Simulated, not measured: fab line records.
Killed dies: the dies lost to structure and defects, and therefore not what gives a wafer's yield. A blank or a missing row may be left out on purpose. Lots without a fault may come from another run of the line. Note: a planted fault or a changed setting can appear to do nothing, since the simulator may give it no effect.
Chamber matching + flow nand_harc + 4 sister chambers for NHARC_P_BONDPAD_STRIP_15 on rie_diel-04
The step strips in O2. 18 wafers are shown with their chamber, then 9 later ones without.

WAFERS PAIRED WITH THEIR CHAMBERS
| wafer  | chamber | oes_product_au (a.u.) | rf_vpp_V (V) | throttle_valve_pct (%) |
|--------|---------|-----------------------|--------------|------------------------|
| L080.2 | 3       | 0.989                 | 59.3         | 17.034                 |
| L080.3 | 1       | 0.996                 | 58.4         | 17.027                 |
| L080.4 | 1       | 0.980                 | 60.2         | 17.052                 |
| L080.1 | 0       | 1.006                 | 57.6         | 17.028                 |
| L080.5 | 0       | 0.990                 | 57.1         | 17.034                 |
| L080.6 | 3       | 0.994                 | 57.5         | 17.051                 |
| L083.1 | 2       | 1.006                 | 58.6         | 17.042                 |
| L083.3 | 0       | 1.000                 | 56.2         | 17.032                 |
| L083.4 | 1       | 0.991                 | 58.1         | 17.033                 |
| L083.2 | 3       | 0.991                 | 57.5         | 17.020                 |
| L083.5 | 1       | 0.993                 | 58.5         | 17.027                 |
| L083.6 | 2       | 1.004                 | 57.7         | 17.045                 |
| L086.2 | 2       | 1.011                 | 58.7         | 17.045                 |
| L086.5 | 3       | 0.986                 | 57.0         | 17.033                 |
| L086.6 | 2       | 1.000                 | 59.3         | 17.035                 |
| L087.3 | 2       | 1.006                 | 57.9         | 17.022                 |
| L087.4 | 1       | 0.999                 | 58.3         | 17.020                 |
| L087.5 | 1       | 0.999                 | 58.3         | 17.036                 |

SIGNATURES (averages over the wafers above)
| reading            | chamber 0 | chamber 1 | chamber 2 | chamber 3 | scatter within a chamber |
|--------------------|-----------|-----------|-----------|-----------|--------------------------|
| oes_product_au     | 0.99867   | 0.99300   | 1.00540   | 0.99000   | 0.00587                  |
| rf_vpp_V           | 56.967    | 58.633    | 58.440    | 57.825    | 0.792                    |
| throttle_valve_pct | 17.03133  | 17.03250  | 17.03780  | 17.03450  | 0.0103                   |
Rule: a wafer lies at a distance from a chamber equal to the root of the sum of squares, over the readings, of (its reading less the chamber's mean, divided by the reading's scatter). The wafer belongs to the nearest chamber; if the next one is less than 2 further off, it can't be placed. The scatter is the square root of a quotient: the sum, over the shown wafers, of each reading's squared deviation from its chamber's mean, divided by wafers minus chambers.

WAFERS MISSING THEIR CHAMBER
| wafer  | oes_product_au (a.u.) | rf_vpp_V (V) | throttle_valve_pct (%) |
|--------|-----------------------|--------------|------------------------|
| L090.1 | 1.012                 | 57.3         | 17.050                 |
| L090.2 | 0.995                 | 58.8         | 17.033                 |
| L090.4 | 0.993                 | 57.6         | 17.032                 |
| L093.1 | 0.996                 | 56.7         | 17.046                 |
| L093.2 | 0.981                 | 57.3         | 17.036                 |
| L093.3 | 0.992                 | 58.5         | 17.029                 |
| L093.4 | 1.005                 | 58.1         | 17.033                 |
| L093.5 | 0.999                 | 57.1         | 17.033                 |
| L093.6 | 0.991                 | 58.3         | 17.040                 |

EACH ONE'S CHAMBER
| wafer  | from the rows above               | in truth |
|--------|-----------------------------------|----------|
| L090.1 | can't be placed: 2 or 0 or 1 or 3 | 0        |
| L090.2 | can't be placed: 1 or 3 or 2 or 0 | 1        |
| L090.4 | can't be placed: 3 or 0 or 1 or 2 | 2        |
| L093.1 | can't be placed: 0 or 3 or 1 or 2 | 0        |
| L093.2 | can't be placed: 3 or 1 or 0      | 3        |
| L093.3 | can't be placed: 1 or 3 or 0      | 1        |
| L093.4 | can't be placed: 2 or 0 or 1 or 3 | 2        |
| L093.5 | can't be placed: 0 or 3 or 2 or 1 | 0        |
| L093.6 | can't be placed: 3 or 1 or 0 or 2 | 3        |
Placed correctly: 0 of 9. Not placeable from these rows: 9 (in 9, the candidates include the true chamber). 0 placed wrongly.
